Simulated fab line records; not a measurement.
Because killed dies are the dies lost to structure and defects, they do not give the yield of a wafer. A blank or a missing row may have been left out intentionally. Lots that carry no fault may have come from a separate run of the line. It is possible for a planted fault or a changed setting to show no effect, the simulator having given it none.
Split-lot study || flow n5_finfet || 21 wafers read from 7 lots, route of 1938 steps

== THE SPLIT ==
At N5_GATE_CUT_EXPOSE_10 (exposes mask GATE CUT, target cd 20 nm), the setting dose_mj was moved away from the recipe's 43.25 on 5 of the 21 wafers read, by -3.3% to +5.8%. This setting was run at the recipe's value on the other wafers.

== FROM THE SPLIT TO THE READING: what the file shows between them, 2 steps ==
- N5_GATE_CUT_PEB_11: peb time 60 s
- N5_GATE_CUT_DEVELOP_12: develop time 30 s

== THE READING ==
At N5_GATE_CUT_CD_MEAS_13: cd_nm in nanometres, against a target cd of 20 nm. Typical for fault-free wafers on this fab line: 19.99 nm, with standard deviation 0.26 nm.

{"wafer": "L077.4", "tool, chamber at the split": "euv_scanner-02, 0", "dose_mj as run": 43.25, "against the recipe": "recipe", "cd_nm, nm": 20.23, "against lot-mates on the recipe": "-"}
{"wafer": "L077.5", "tool, chamber at the split": "euv_scanner-02, 0", "dose_mj as run": 43.25, "against the recipe": "recipe", "cd_nm, nm": 20.01, "against lot-mates on the recipe": "-"}
{"wafer": "L077.6", "tool, chamber at the split": "euv_scanner-02, 0", "dose_mj as run": 43.25, "against the recipe": "recipe", "cd_nm, nm": 20.21, "against lot-mates on the recipe": "-"}
{"wafer": "L081.1", "tool, chamber at the split": "euv_scanner-02, 0", "dose_mj as run": 41.84, "against the recipe": "-3.3%", "cd_nm, nm": 19.50, "against lot-mates on the recipe": -0.57}
{"wafer": "L081.5", "tool, chamber at the split": "euv_scanner-02, 0", "dose_mj as run": 43.25, "against the recipe": "recipe", "cd_nm, nm": 19.99, "against lot-mates on the recipe": "-"}
{"wafer": "L081.6", "tool, chamber at the split": "euv_scanner-02, 0", "dose_mj as run": 43.25, "against the recipe": "recipe", "cd_nm, nm": 20.15, "against lot-mates on the recipe": "-"}
{"wafer": "L083.3", "tool, chamber at the split": "euv_scanner-02, 0", "dose_mj as run": 43.25, "against the recipe": "recipe", "cd_nm, nm": 20.01, "against lot-mates on the recipe": "-"}
{"wafer": "L083.4", "tool, chamber at the split": "euv_scanner-02, 0", "dose_mj as run": 45, "against the recipe": "+4.0%", "cd_nm, nm": 20.58, "against lot-mates on the recipe": "+0.57"}
{"wafer": "L083.6", "tool, chamber at the split": "euv_scanner-02, 0", "dose_mj as run": 45, "against the recipe": "+4.0%", "cd_nm, nm": 20.95, "against lot-mates on the recipe": "+0.94"}
{"wafer": "L084.4", "tool, chamber at the split": "euv_scanner-01, 0", "dose_mj as run": 43.25, "against the recipe": "recipe", "cd_nm, nm": 20.35, "against lot-mates on the recipe": "-"}
{"wafer": "L084.5", "tool, chamber at the split": "euv_scanner-01, 0", "dose_mj as run": 43.25, "against the recipe": "recipe", "cd_nm, nm": 20.53, "against lot-mates on the recipe": "-"}
{"wafer": "L084.6", "tool, chamber at the split": "euv_scanner-01, 0", "dose_mj as run": 43.25, "against the recipe": "recipe", "cd_nm, nm": 20.03, "against lot-mates on the recipe": "-"}
{"wafer": "L088.2", "tool, chamber at the split": "euv_scanner-02, 0", "dose_mj as run": 43.25, "against the recipe": "recipe", "cd_nm, nm": 19.83, "against lot-mates on the recipe": "-"}
{"wafer": "L088.5", "tool, chamber at the split": "euv_scanner-02, 0", "dose_mj as run": 43.25, "against the recipe": "recipe", "cd_nm, nm": 19.94, "against lot-mates on the recipe": "-"}
{"wafer": "L088.6", "tool, chamber at the split": "euv_scanner-02, 0", "dose_mj as run": 43.25, "against the recipe": "recipe", "cd_nm, nm": 19.78, "against lot-mates on the recipe": "-"}
{"wafer": "L093.2", "tool, chamber at the split": "euv_scanner-01, 0", "dose_mj as run": 43.25, "against the recipe": "recipe", "cd_nm, nm": 19.94, "against lot-mates on the recipe": "-"}
{"wafer": "L093.3", "tool, chamber at the split": "euv_scanner-01, 0", "dose_mj as run": 43.25, "against the recipe": "recipe", "cd_nm, nm": 19.89, "against lot-mates on the recipe": "-"}
{"wafer": "L093.5", "tool, chamber at the split": "euv_scanner-01, 0", "dose_mj as run": 45.11, "against the recipe": "+4.3%", "cd_nm, nm": 20.70, "against lot-mates on the recipe": "+0.79"}
{"wafer": "L097.2", "tool, chamber at the split": "euv_scanner-02, 0", "dose_mj as run": 43.25, "against the recipe": "recipe", "cd_nm, nm": 19.82, "against lot-mates on the recipe": "-"}
{"wafer": "L097.4", "tool, chamber at the split": "euv_scanner-02, 0", "dose_mj as run": 43.25, "against the recipe": "recipe", "cd_nm, nm": 19.83, "against lot-mates on the recipe": "-"}
{"wafer": "L097.5", "tool, chamber at the split": "euv_scanner-02, 0", "dose_mj as run": 45.77, "against the recipe": "+5.8%", "cd_nm, nm": 21.00, "against lot-mates on the recipe": "+1.18"}

THE FIT
A straight line over all 21 wafers: cd_nm changes by +0.168 nm for each +1% of dose_mj; r = +0.87; the points scatter about the line by 0.2 nm.
The same after taking each lot's own level away (the mean of its wafers on the recipe; 21 wafers): +0.189 nm for each +1%; r = +0.96; scatter 0.12 nm.
The reading moves by 1.1 nm for the largest change in dose_mj, on that fit.
Measured against the standard deviation above, the lots' own levels, which go from 19.825 to 20.303 nm, span 1.8 times it.
Thus the slope moves with the lot-to-lot level: the two fits are different.
Check: for one of the wafers moved furthest among these (+5.8%), held out of the fit, the line's prediction against its lot-mates is +1.07 nm. Against them it came out at +1.18 nm.

== OTHER SPLITS APPLIED TO THESE WAFERS ==
Note: prior to the reading, these wafers also went through further splits. Each is held against what the fit with the lots' levels taken away leaves over:
{"other split on the same wafers": "N5_HKMG_FIN_CVD_62 temp_c", "wafers away from the commonest value": 7, "r with cd_nm (lot level and that fit taken away)": -0.05}
{"other split on the same wafers": "N5_GATE_CUT_COAT_07 spin_rpm", "wafers away from the commonest value": 5, "r with cd_nm (lot level and that fit taken away)": -0.01}

== THE WHOLE CHAIN: every reading that the file lists as answering this split, in the file's order ==
{"step": "N5_GATE_CUT_CD_MEAS_13", "what it does": "target cd 20 nm", "reading": "cd_nm", "change (the file's fit)": "+0.191 nm for each +1% of the setting", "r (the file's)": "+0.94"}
{"step": "N5_GATE_CUT_DESCUM_18", "what it does": "chemistry O2, time 7 s", "reading": "GATE_CUT.cd_nm (the simulator's own value, which no gauge read)", "change (the file's fit)": "+0.217 nm for each +1% of the setting", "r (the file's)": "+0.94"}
{"step": "N5_GATE_CUT_ETCH_28", "what it does": "etches underlayer in N2/H2, target depth 13 nm, time 10.4 s", "reading": "GATE_CUT.cd_nm (the simulator's own value, which no gauge read)", "change (the file's fit)": "+0.212 nm for each +1% of the setting", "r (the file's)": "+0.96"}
{"step": "N5_GATE_CUT_ETCH_36", "what it does": "etches SiARC in CF4, target depth 13 nm, time 21.7 s", "reading": "GATE_CUT.cd_nm (the simulator's own value, which no gauge read)", "change (the file's fit)": "+0.239 nm for each +1% of the setting", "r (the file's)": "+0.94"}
{"step": "N5_GATE_CUT_HM_OPEN_40", "what it does": "chemistry C4F6/O2, target SiO2, target depth 139 nm, time 85.1 s", "reading": "GATE_CUT.cd_nm (the simulator's own value, which no gauge read)", "change (the file's fit)": "+0.259 nm for each +1% of the setting", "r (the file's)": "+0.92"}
{"step": "N5_GATE_CUT_ETCH_19", "what it does": "etches SiNx in CH3F/O2, target depth 53.7 nm, time 76.7 s", "reading": "GATE_CUT.cd_nm (the simulator's own value, which no gauge read)", "change (the file's fit)": "+0.248 nm for each +1% of the setting", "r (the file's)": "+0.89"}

== THE FILE'S OWN FIT ==
cd_nm changes by +0.191 nm for each +1% of dose_mj, r = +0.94.
